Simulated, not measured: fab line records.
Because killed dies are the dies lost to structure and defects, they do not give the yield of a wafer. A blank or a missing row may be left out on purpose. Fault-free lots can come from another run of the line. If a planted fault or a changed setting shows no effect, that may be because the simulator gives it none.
fab line records -- flow n5-finfet -- part 2 of 2: steps 23 to 30 of 30
record: lots: 5, wafers: 15, last-day: 18
route steps=1938 shown DUMMY_REMOVAL@382 HKMG_FIN@385
lots that met no fault: taken from a fault-free run of the same line
start-h: start of the lot's first displayed wafer, in hours after the record's first day -- wait-h: how many hours have passed since the lot's step before this one -- " as in the row above -- L1.1+2: one row covering several wafers at once -- - value missing, or start not given -- * or withheld: withheld -- < > ~ a bound
route shown NAME@n: names a module that has steps shown in the file, with the first one's number in the route -- usual: average and standard deviation across the fault-free wafers -- same: alike in all rows -- chamber/n: place in a boat -- sites: readings site by site -- _std_site: standard deviation across them -- _edge_site: mean of outer sites minus mean of inner sites -- radius-mm: for every site, how far away it sits from the centre of the wafer -- mask NAME#n: copy n -- behind: the last tool/chamber to shape the wafer -- hold: why the lot went on hold/how many hours it stayed there/how the hold came to an end -- device: the transistor (n, p or np) that didn't switch -- end of line: the route-end tests of the same wafers -- a step given without rows: its recipe and nothing more -- killed: dies that structure and defects cost at the first sort, which is not the same as the wafer's yield -- map: a wafer's dies, marking killed ones x, the rest . and places with no die _
set.NAME: the run value of the setting; set.NAME@STEP: its run value at that earlier step -- model.NAME: the simulator's own value behind a step, which no gauge read
a table for each step, a row for each wafer; lots at some steps of the route
services: from which hour (start-h, from the record's first day; less than 0 if before it) a tool's chamber was out of use, for how many hours, and why
== steps ==
step: N5_HKMG_FIN_STRIP_56
recipe: chemistry: N2/H2, temp-c: 40, n2-flow-sccm: 200, h2-flow-sccm: 200, rf-frequency-hz: 6e+07
lot.wafer,tool,chamber,start-h,wait-h
L077.2+3+4,rie-diel-04,"1,0,3",87.24,0.1
L093.1+2+5,rie-diel-03,"1,0,3",188.28,0.1
L094.2+3+5,rie-diel-04,"0,2,0",191.47,0.1
L096.3+4+6,rie-diel-04,"1,3,2",203.57,0.1
L097.2+3+5,rie-diel-03,"2,3,0",211.19,0.1
step: N5_HKMG_FIN_STRIP_57
recipe: chemistry: CF4, resist: SiARC, power-w: 300, bias-power-w: 75, pressure-mtorr: 50, cf4-flow-sccm: 150, rf-frequency-hz: 6e+07
usual: drypump-motor-current-A: 5.7/0.38, oes-product-au: 0.79/0.077, rf-vpp-V: 271.4/1.6, showerhead-plenum-p-Torr: 1.81/0.061, throttle-valve-pct: 13.61/0.27
lot.wafer,tool,chamber,start-h,wait-h,drypump-motor-current-A,oes-product-au,rf-hours-counter-h,rf-vpp-V,showerhead-plenum-p-Torr,throttle-valve-pct
L077.2,rie-diel-04,1,87.25,0.0,6.2,0.88,18,273.9,1.90,13.39
L077.3,rie-diel-04,0,87.25,0.0,5.5,0.87,39,270.3,1.76,13.17
L077.4,rie-diel-04,3,87.25,0.0,5.7,0.90,7,273.3,1.91,13.49
L093.1,rie-diel-03,1,188.29,0.0,6.3,0.92,12,270.2,1.76,13.13
L093.2,rie-diel-03,0,188.29,0.0,5.1,0.95,3,269.7,1.77,13.36
L093.5,rie-diel-03,3,188.29,0.0,5.9,0.75,-,270.1,1.73,13.81
L094.2,rie-diel-04,0,191.48,0.0,5.5,0.83,77,269.4,1.75,13.27
L094.3,rie-diel-04,2,191.48,0.0,5.6,0.74,183,273.5,1.86,14.02
L094.5,rie-diel-04,0,191.48,0.0,5.5,0.83,-,269.9,1.75,13.27
L096.3,rie-diel-04,1,203.58,0.0,6.2,0.83,46,273.4,1.89,13.46
L096.4,rie-diel-04,3,203.58,0.0,5.7,0.83,50,272.3,1.90,13.59
L096.6,rie-diel-04,2,203.58,0.0,5.6,0.74,-,273.8,1.85,14.02
L097.2,rie-diel-03,2,211.20,0.0,5.5,0.75,159,274.4,1.86,13.94
L097.3,rie-diel-03,3,211.20,0.0,5.9,0.74,175,268.2,1.73,13.83
L097.5,rie-diel-03,0,211.20,0.0,5.1,0.91,-,269.1,1.77,13.38
step: N5_HKMG_FIN_ETCH_58
recipe: chemistry: N2/H2, target: SOC, target-depth-a: 2158, ion-energy-ev: 50, bias-w: 13, time-s: 741, pressure-mtorr: 30, source-w: 875, n2-flow-sccm: 200, h2-flow-sccm: 200
usual: drypump-motor-current-A: 5.7/0.38, oes-product-au: 0.80/0.084, rf-vpp-V: 99.2/1.1, showerhead-plenum-p-Torr: 2.56/0.093, throttle-valve-pct: 17.82/0.24
lot.wafer,tool,chamber,start-h,wait-h,drypump-motor-current-A,oes-product-au,rf-hours-counter-h,rf-vpp-V,showerhead-plenum-p-Torr,throttle-valve-pct
L077.2,rie-diel-04,1,87.27,0.0,6.2,0.89,18,99.6,2.71,17.76
L077.3,rie-diel-04,0,87.27,0.0,5.4,0.90,39,100.2,2.48,17.38
L077.4,rie-diel-04,3,87.27,0.0,5.7,0.91,7,99.4,2.70,17.70
L093.1,rie-diel-03,1,188.31,0.0,6.4,0.93,12,99.9,2.50,17.40
L093.2,rie-diel-03,0,188.31,0.0,5.1,0.96,3,99.1,2.50,17.67
L093.5,rie-diel-03,3,188.31,0.0,5.9,0.76,-,98.5,2.44,18.10
L094.2,rie-diel-04,0,191.50,0.0,5.5,0.86,78,97.5,2.47,17.44
L094.3,rie-diel-04,2,191.50,0.0,5.6,0.75,183,101.2,2.63,18.13
L094.5,rie-diel-04,0,191.50,0.0,5.5,0.86,-,98.3,2.47,17.47
L096.3,rie-diel-04,1,203.60,0.0,6.2,0.84,46,99.7,2.70,17.82
L096.4,rie-diel-04,3,203.60,0.0,5.7,0.81,50,100.1,2.68,17.78
L096.6,rie-diel-04,2,203.60,0.0,5.6,0.73,-,100.6,2.62,18.15
L097.2,rie-diel-03,2,211.22,0.0,5.5,0.76,159,99.1,2.65,18.09
L097.3,rie-diel-03,3,211.22,0.0,5.9,0.75,175,97.0,2.43,18.12
L097.5,rie-diel-03,0,211.22,0.0,5.1,0.93,-,101.9,2.50,17.67
step: N5_HKMG_FIN_STRIP_93
recipe: chemistry: N2/H2, material: SOC, time-s: 20, power-w: 500, temp-c: 40, pressure-mtorr: 50, rf-frequency-hz: 6e+07, bias-power-w: 8, h2-frac: 0.5, n2-flow-sccm: 300, h2-flow-sccm: 300
usual: drypump-motor-current-A: 5.8/0.39, oes-product-au: 0.80/0.083, rf-vpp-V: 54.2/0.89, showerhead-plenum-p-Torr: 3.38/0.12, throttle-valve-pct: 19.03/0.28
lot.wafer,tool,chamber,start-h,wait-h,drypump-motor-current-A,oes-product-au,rf-hours-counter-h,rf-vpp-V,showerhead-plenum-p-Torr,throttle-valve-pct
L077.2,rie-diel-04,1,87.70,0.2,6.3,0.89,18,53.6,3.58,19.20
L077.3,rie-diel-04,0,87.70,0.2,5.5,0.91,39,52.6,3.28,18.60
L077.4,rie-diel-04,3,87.70,0.2,5.6,0.91,8,54.1,3.56,18.83
L093.1,rie-diel-03,1,188.74,0.2,6.4,0.95,12,55.8,3.30,18.59
L093.2,rie-diel-03,0,188.74,0.2,5.1,0.96,3,54.0,3.30,18.87
L093.5,rie-diel-03,3,188.74,0.2,6.0,0.77,-,52.3,3.22,19.67
L094.2,rie-diel-04,0,191.92,0.2,5.5,0.86,78,54.8,3.26,18.67
L094.3,rie-diel-04,2,191.92,0.2,5.6,0.74,184,54.0,3.46,19.20
L094.5,rie-diel-04,0,191.92,0.2,5.5,0.84,-,53.8,3.26,18.66
L096.3,rie-diel-04,1,204.03,0.2,6.2,0.84,46,54.7,3.56,19.23
L096.4,rie-diel-04,3,204.03,0.2,5.7,0.82,50,54.9,3.54,18.91
L096.6,rie-diel-04,2,204.03,0.2,5.6,0.74,-,55.5,3.46,19.19
L097.2,rie-diel-03,2,211.65,0.2,5.4,0.76,159,54.4,3.49,19.05
L097.3,rie-diel-03,3,211.65,0.2,5.9,0.76,175,53.4,3.22,19.69
L097.5,rie-diel-03,0,211.65,0.2,5.1,0.93,-,55.4,3.30,18.87
step: N5_HKMG_FIN_WET_ETCH_76
recipe: chemistry: dNH4OH, mix: 1:50, temp-c: 25, target: Al2O3, stop-on: La2O3, target-depth-nm: 2.25, dry: ipa-marangoni, rinse-time-s: 30, rinse-temp-c: 23
lot.wafer,tool,chamber,start-h,wait-h
L077.2+3+4,wet-bench-02,"2,3,1",87.78,0.1
L093.1+2+5,wet-bench-04,"6,2,7",188.82,0.1
L094.2+3+5,wet-bench-04,"3,5,6",192.01,0.1
L096.3+4+6,wet-bench-04,"7,2,3",204.11,0.1
L097.2+3+5,wet-bench-05,"0,1,4",211.73,0.1
step: N5_HKMG_FIN_STRIP_60
recipe: chemistry: N2/H2, power-w: 2500, temp-c: 300, h2-frac: 0.65, time-s: 360, pressure-mtorr: withheld, n2-flow-sccm: 1750, h2-flow-sccm: 3250
usual: drypump-motor-current-A: 5.4/0.45, heater-power-w: 466/32
lot.wafer,tool,chamber,start-h,wait-h,drypump-motor-current-A,heater-power-w,rf-hours-counter-h
L077.2,plasma-asher-01,0,87.85,0.0,4.9,452,41
L077.3,plasma-asher-01,0,87.85,0.0,4.9,459,-
L077.4,plasma-asher-01,1,87.85,0.0,6.0,511,-
L093.1,plasma-asher-02,0,188.89,0.0,5.7,411,106
L093.2,plasma-asher-02,1,188.89,0.0,5.0,488,106
L093.5,plasma-asher-02,1,188.89,0.0,5.0,480,-
L094.2,plasma-asher-02,1,192.09,0.0,5.0,499,107
L094.3,plasma-asher-02,0,192.09,0.0,5.7,414,-
L094.5,plasma-asher-02,0,192.09,0.0,5.8,412,-
L096.3,plasma-asher-01,1,204.30,0.1,5.9,503,-
L096.4,plasma-asher-01,0,204.30,0.1,4.9,467,-
L096.6,plasma-asher-01,0,204.30,0.1,4.9,463,-
L097.2,plasma-asher-02,0,211.80,0.0,5.7,417,111
L097.3,plasma-asher-02,1,211.80,0.0,5.0,493,-
L097.5,plasma-asher-02,1,211.80,0.0,5.0,487,-
step: N5_HKMG_FIN_WET_ETCH_77
recipe: chemistry: dHCl, mix: 1:10000, temp-c: 25, target: La2O3, stop-on: HfO2, target-depth-nm: 2
lot.wafer,tool,chamber,start-h,wait-h
L077.2+3+4,wet-bench-04,"2,1,6",88.24,0.3
L093.1+2+5,wet-bench-04,"5,1,6",189.28,0.3
L094.2+3+5,wet-bench-05,"3,2,1",192.48,0.3
L096.3+4+6,wet-bench-05,"2,4,7",204.57,0.1
L097.2+3+5,wet-bench-05,"2,1,7",212.19,0.3
step: N5_HKMG_FIN_WET_ETCH_78
recipe: chemistry: dNH4OH, mix: 1:50, temp-c: 25, target: Al2O3, stop-on: La2O3, target-depth-nm: 4.5, dry: ipa-marangoni, rinse-time-s: 30, rinse-temp-c: 23
lot.wafer,tool,chamber,start-h,wait-h
L077.2+3+4,wet-bench-04,"2,1,6",88.27,0.0
L093.1+2+5,wet-bench-04,"5,1,6",189.31,0.0
L094.2+3+5,wet-bench-05,"3,2,1",192.51,0.0
L096.3+4+6,wet-bench-05,"2,4,7",204.60,0.0
L097.2+3+5,wet-bench-05,"2,1,7",212.22,0.0
== services ==
tool,chamber,start-h,hours,kind
arfi-scanner-01,-,62.47,0.8,pm
rie-diel-03,3,64.49,20.8,repair
arfi-scanner-03,-,74.86,1.3,pm
wet-bench-06,-,77.45,4.2,repair
arfi-scanner-01,-,85.77,1.3,pm
rie-diel-03,2,88.25,5.0,repair
arfi-scanner-03,-,96.34,1.0,pm
wet-bench-03,-,111.25,1.9,pm
arfi-scanner-01,-,111.48,4.9,pm
wet-bench-06,-,131.00,1.9,repair
wet-bench-01,-,136.52,1.8,repair
wet-bench-04,-,151.63,1.1,repair
rie-diel-04,1,154.12,31.9,repair
plasma-asher-02,-,160.82,2.8,pm
arfi-scanner-03,-,162.49,0.8,pm
arfi-scanner-01,-,162.64,1.0,pm
wet-bench-05,-,163.37,1.3,repair
arfi-scanner-03,-,165.10,1.0,pm
arfi-scanner-01,-,168.37,0.3,repair
rtp-anneal-01,-,172.14,1.0,pm
ald-hk-03,-,173.89,1.0,repair
arfi-scanner-01,-,185.40,1.6,repair
rie-diel-04,1,209.09,6.8,repair
arfi-scanner-01,-,211.27,1.3,pm
